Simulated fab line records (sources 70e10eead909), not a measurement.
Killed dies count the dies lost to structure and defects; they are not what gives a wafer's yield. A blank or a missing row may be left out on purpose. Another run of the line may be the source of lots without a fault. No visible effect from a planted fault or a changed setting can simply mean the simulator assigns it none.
Problem report, 8D (eight disciplines) form, completed by code -- flow nand harc -- the parts of the form that need people (team, actions taken, sign-off) are left out

1. THE PROBLEM
NHARC_A_ONON_D1_THK_MEAS_14, thk nm: mean 1710 nm on 3 wafers (1 lot); fault-free wafers 999 nm, standard deviation 11. That is +65 standard deviations from the usual mean.
The step: measures by ellipsometry.
The first sign was on wafer L536.2 at day 11 03:07, on film metro-02. At this step, 39 wafers from 13 lots have a number in the record. The rule behind "out" and "out of limits": a value lying over 4 standard deviations away from the usual mean. The rest of the wafers with a number are treated as sound.

2. WHAT THIS IS AND IS NOT
question,is,is not
which readings at this step,thk nm,-
which lots,L536,"L530, L531, L532, L541, L542, L543, L544, L545, L546, L547, L548, L550"
which wafers of those lots,all that have a number,-
read on which gauges,film metro-02,film metro-01
when,from day 11 03:07,"up to then (9 sound wafers); but 27 sound wafers of L541, L542, L543, L544, L545, L546, L547, L548, L550 came after"

3. SUSPECTS, AND WHAT RULES EACH OUT
Counting: a tool at a process step up to the reading stays a suspect if it ran every lot that is out and no sound lot after the first of them.
- the gauge at NHARC_A_ONON_D1_THK_MEAS_14 is ruled out. All the wafers that are out were read on film metro-02, but those of them that NHARC_END_SORT_01 has rows for are out there too, on other tools.
- pecvd onon-04 at NHARC_A_ONON_D1_DEP_12 (target thk 1000 nm): ruled out as a lasting fault. Following L536 (day 11 02:39), the first lot on it that is out, the sound lots L545, L547, L548 were run on it.
Left after counting: nothing in the record.

4. THE CAUSE (what the simulator had put in)
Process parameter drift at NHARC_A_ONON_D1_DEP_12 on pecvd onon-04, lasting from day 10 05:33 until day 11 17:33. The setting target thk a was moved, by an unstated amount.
The count ruled it out by mistake, since the rule takes a fault to strike every lot its tool runs from the start of the fault on, and this one did not do so.

5. THE CHAIN OF EFFECTS, in route order
Each row: a reading where the mean over the struck wafers with a number is more than 3 standard deviations away from the usual. Scope: only readings with a usual standard deviation given in the record; hours: median across lots of the time from each lot's start at the first step in this table that gives one to its start at this step; sigmas: change in usual standard deviations.
hours,step,reading,usual,on struck wafers,change,sigmas
0,NHARC_A_ONON_D1_THK_MEAS_14,thk nm,999 nm,1710,+711,+65
413,NHARC_END_SORT_01,killed at array,57,674,+617,+34
413,NHARC_END_SORT_01,killed dies,62,677,+615,+34

6. HOW IT WOULD HAVE BEEN CAUGHT EARLIER
Counted from the fault's start at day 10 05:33, it took 22 hours until the first out-of-limits reading at a measuring or inspecting step in this record, taken at day 11 03:07.
